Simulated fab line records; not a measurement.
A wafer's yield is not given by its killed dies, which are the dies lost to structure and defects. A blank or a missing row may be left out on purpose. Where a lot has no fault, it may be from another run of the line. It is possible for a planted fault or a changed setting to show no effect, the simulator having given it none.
Chamber matching :: flow n5_finfet :: N5_BEOL_M13_DEP_53 on pecvd-02: 3 sister chambers
The step deposits SiCN from 3MS/NH3, target thk 50 nm, time 17.8 s. 3 wafers are shown with their chamber, then 11 later ones without.

## WAFERS WITH THEIR CHAMBER
wafer: L091.5
chamber: 2
throttle_valve_pct (%): 16.7

wafer: L094.4
chamber: 0
throttle_valve_pct (%): 18.3

wafer: L092.1
chamber: 1
throttle_valve_pct (%): 20.2

## WAFERS MISSING THEIR CHAMBER
wafer: L092.3
throttle_valve_pct (%): 18.5

wafer: L092.5
throttle_valve_pct (%): 18.5

wafer: L095.1
throttle_valve_pct (%): 20.5

wafer: L095.2
throttle_valve_pct (%): 16.7

wafer: L095.3
throttle_valve_pct (%): 18.1

wafer: L095.4
throttle_valve_pct (%): 16.5

wafer: L095.5
throttle_valve_pct (%): 18.1

wafer: L095.6
throttle_valve_pct (%): 20.3

wafer: L097.2
throttle_valve_pct (%): 18.5

wafer: L097.4
throttle_valve_pct (%): 16.6

wafer: L097.6
throttle_valve_pct (%): 20.3

## WHICH CHAMBER EACH WENT THROUGH
wafer: L092.3
from the rows above: 0
in truth: 0

wafer: L092.5
from the rows above: 0
in truth: 0

wafer: L095.1
from the rows above: 1
in truth: 1

wafer: L095.2
from the rows above: 2
in truth: 2

wafer: L095.3
from the rows above: 0
in truth: 0

wafer: L095.4
from the rows above: 2
in truth: 2

wafer: L095.5
from the rows above: 0
in truth: 0

wafer: L095.6
from the rows above: 1
in truth: 1

wafer: L097.2
from the rows above: 0
in truth: 0

wafer: L097.4
from the rows above: 2
in truth: 2

wafer: L097.6
from the rows above: 1
in truth: 1
11 of 11 placed correctly. Can't be placed from these rows: 0. Wrongly placed: 0.
How it was worked out, from the rows above alone: a wafer's distance from a chamber is the root of the sum, over the readings, of the square of ((its reading less the chamber's mean) divided by the reading's scatter). The wafer belongs to the nearest chamber; if the next one is less than 2 further off, it can't be placed. A chamber's mean is the mean of its shown wafers. The scatter (one wafer shown for each chamber): square how far every hidden wafer sits from the nearest shown wafer, average those squares and take the square root.
